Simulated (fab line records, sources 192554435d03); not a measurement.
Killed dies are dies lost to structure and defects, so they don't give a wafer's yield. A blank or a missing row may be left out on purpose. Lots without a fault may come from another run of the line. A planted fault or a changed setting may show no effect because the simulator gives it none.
Which tool did it? | flow n5_finfet | 10 lots, 30 wafers sampled, at 3 steps of a route of 1938

WHAT THE GAUGES READ, wafer by wafer
N5_BEOL_M12_CD_MEAS_10: target cd 140 nm. Usual: cd_nm 139.4 nm, standard deviation 1.4.
lot  | measured     | on        | cd_nm (nm)        | flag
L970 | day 10 07:17 | cd_sem-03 | 141.2 140.0 140.1 |
L974 | day 12 04:50 | cd_sem-01 | 141.4 141.8 142.1 |
L975 | day 12 13:54 | cd_sem-03 | 139.4 137.8 138.1 |
L977 | day 13 12:39 | cd_sem-02 | 140.8 139.2 139.8 |
L978 | day 13 13:32 | cd_sem-02 | 139.3 139.4 140.2 |
L980 | day 13 20:55 | cd_sem-03 | 138.6 139.5 140.0 |
L985 | day 14 14:10 | cd_sem-03 | 139.4 140.6 138.5 |
L987 | day 15 17:15 | cd_sem-01 | 139.4 139.2 141.4 |
L990 | day 16 12:37 | cd_sem-01 | 139.0 141.0 139.2 |
L992 | day 17 15:34 | cd_sem-01 | 138.3 138.5 137.2 |

N5_BEOL_M12_OVL_MEAS_11. Usual: V11_OVL -1 nm, standard deviation 5.5.
lot  | measured     | on         | V11_OVL (nm) | flag
L970 | day 10 07:19 | overlay-01 | 6 6 11       |
L974 | day 12 04:52 | overlay-01 | 6 -5 -5      |
L975 | day 12 13:56 | overlay-01 | -5 2 -3      |
L977 | day 13 12:41 | overlay-02 | -4 1 -8      |
L978 | day 13 13:34 | overlay-02 | -7 -2 -9     |
L980 | day 13 20:57 | overlay-01 | -12 -1 -7    |
L985 | day 14 14:11 | overlay-01 | -3 3 2       |
L987 | day 15 17:17 | overlay-01 | 17 16 25     | OFF
L990 | day 16 12:39 | overlay-02 | 17 26 16     | OFF
L992 | day 17 15:35 | overlay-02 | 21 16 21     | OFF

WHICH TOOL RAN EACH LOT (tool, then ch and the chambers of the sampled wafers, then the start)
lot  | N5_BEOL_M12_EXPOSE_07
L970 | krf_scanner-01 ch 0, day 10 07:07
L974 | krf_scanner-02 ch 0, day 12 04:40
L975 | krf_scanner-02 ch 0, day 12 13:44
L977 | krf_scanner-02 ch 0, day 13 12:29
L978 | krf_scanner-02 ch 0, day 13 13:22
L980 | krf_scanner-02 ch 0, day 13 20:45
L985 | krf_scanner-02 ch 0, day 14 13:59
L987 | krf_scanner-02 ch 0, day 15 17:04
L990 | krf_scanner-02 ch 0, day 16 12:27
L992 | krf_scanner-02 ch 0, day 17 15:24
- N5_BEOL_M12_EXPOSE_07: exposes mask V11.

WHAT THE TOOLS THEMSELVES READ (means of the sampled wafers that have a number; where no wafer has one, the mark that the record gives instead)
The record holds no such reading with a usual standard deviation.

THE ANSWER, worked out from the rows above alone
Rule: a lot is off if the mean of its wafers that have a number lies more than 3 standard deviations from the usual mean. A lot without any number at a reading at which 4 lots or more have one is off too. The other lots that the step has rows for count as sound. The gauges are gone through in route order, then the tools' own readings, and for those a lot's mean is taken as printed above. The first step at which some lot is off is used, and at that step the reading that is off furthest; a lot without a number counts as furthest.
Off: L987, L990, L992, at N5_BEOL_M12_OVL_MEAS_11 (V11_OVL).
A tool fits if, at a process step before that reading, it ran every lot that is off, and no sound lot after the first of them. The gauges at N5_BEOL_M12_OVL_MEAS_11 are tried like those tools. One fits: krf_scanner-02 at N5_BEOL_M12_EXPOSE_07. Its last sound lot is L985 (day 14 13:59), its first lot that is off L987 (day 15 17:04): a fault that began between those two fits.

WHAT THE SIMULATOR HAD PUT IN
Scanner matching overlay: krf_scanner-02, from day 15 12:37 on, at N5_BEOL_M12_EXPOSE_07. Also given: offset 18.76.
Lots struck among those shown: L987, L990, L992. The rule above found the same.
